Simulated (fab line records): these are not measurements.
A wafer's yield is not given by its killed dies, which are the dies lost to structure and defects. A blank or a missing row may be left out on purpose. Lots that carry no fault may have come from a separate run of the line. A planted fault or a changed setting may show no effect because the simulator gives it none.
A single fault, viewed from 3 desks | flow nand-harc | each desk has only its own numbers; what lay behind them comes last

THE DEFECT DESK
Per lot, the means of the sampled wafers with a number show what the inspections along the route counted. A lot is out of limits, marked OUT, if its mean lies more than 4 standard deviations from the usual mean; the brackets give that distance.
Columns: A = raw-defect-count at NHARC_A_SLIT_INSPECT_11, usual 60; B = raw-defect-count at NHARC_A_SIN_REMOVE_INSPECT_04, usual 377
lot  | first seen here | A             | B
L939 | day 20 15:39    | 64            | 336
L936 | day 20 16:15    | 74            | 331
L941 | day 21 06:07    | 61            | 382
L942 | day 22 03:25    | 64            | 361
L949 | day 25 15:17    | 460 (+12) OUT | 823 (+5.9) OUT
L951 | day 26 11:34    | 457 (+12) OUT | 777 (+5.3) OUT
L954 | day 27 11:29    | 62            | 401
L956 | day 27 11:49    | 27            | 405
L953 | day 27 15:12    | 22            | 285
L957 | day 28 15:19    | 54            | 293
L959 | day 29 15:13    | 84            | 428
This desk's verdict: out of limits on L949, L951, starting with L949 at day 25 15:17 (raw-defect-count at NHARC_A_SLIT_INSPECT_11). L939, L936, L941, L942, L954, L956, L953, L957, L959 stayed within limits.

DESK OF THE TOOL OWNER: pecvd-04
The tool's own readings at NHARC_A_SLIT_DEP_23 (deposits SiON, target thk 100 nm): means of the sampled wafers that have a number, for each lot that ran on this tool. A lot is out of limits, marked OUT, if its mean lies more than 4 standard deviations from the usual mean; the brackets give that distance.
Columns: A = heater-power-w at NHARC_A_SLIT_DEP_23, usual 741 W; B = rf-fwd-power-W at NHARC_A_SLIT_DEP_23, usual 348.6 W
lot  | first seen here | A   | B
L939 | day 20 14:54    | 649 | 348.5
L942 | day 22 02:49    | 772 | 347.9
L949 | day 25 14:30    | 721 | 349.0
L951 | day 26 10:45    | 781 | 349.2
L957 | day 28 14:34    | 774 | 347.4
This desk's verdict: no lot among the 5 shows anything out of limits.

AT THE METROLOGY DESK
What the gauges read for every lot (on any tool): the sampled wafers with a number, averaged. A lot is out of limits, marked OUT, if its mean lies more than 4 standard deviations from the usual mean; the brackets give that distance.
Columns: A = thk-nm at NHARC_A_SGD_CUT_THK_MEAS_22, usual 148.6 nm
lot  | first seen here | A
L936 | day 20 10:14    | 147.9
L939 | day 20 10:14    | 147.9
L941 | day 21 00:43    | 149.2
L942 | day 21 22:04    | 148.2
L949 | day 25 09:46    | 148.8
L951 | day 26 02:42    | 148.2
L954 | day 27 05:58    | 148.4
L953 | day 27 06:07    | 147.9
L956 | day 27 06:07    | 148.6
L957 | day 28 09:35    | 148.1
L959 | day 29 09:02    | 149.5
This desk's verdict: no lot among the 11 shows anything out of limits.

BROUGHT TOGETHER
The defect desk could have raised an alarm at day 25 15:17, on L949, L951.
Nothing out of limits was seen by the tool owner's desk.
Metrology desk: nothing out of limits seen.
On record at the tool owner's desk: L949, L951, within its limits.
The metrology desk holds a record of L949, L951, inside its limits.
Of the lots named, all ran NHARC_A_SLIT_DEP_23 on pecvd-04.

WHAT HAD BEEN PUT IN BY THE SIMULATOR
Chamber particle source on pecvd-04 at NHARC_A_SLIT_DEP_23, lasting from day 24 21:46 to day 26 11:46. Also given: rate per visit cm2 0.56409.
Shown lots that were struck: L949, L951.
Hours from the fault's start to each desk's first reading out of limits: the defect desk, 18.
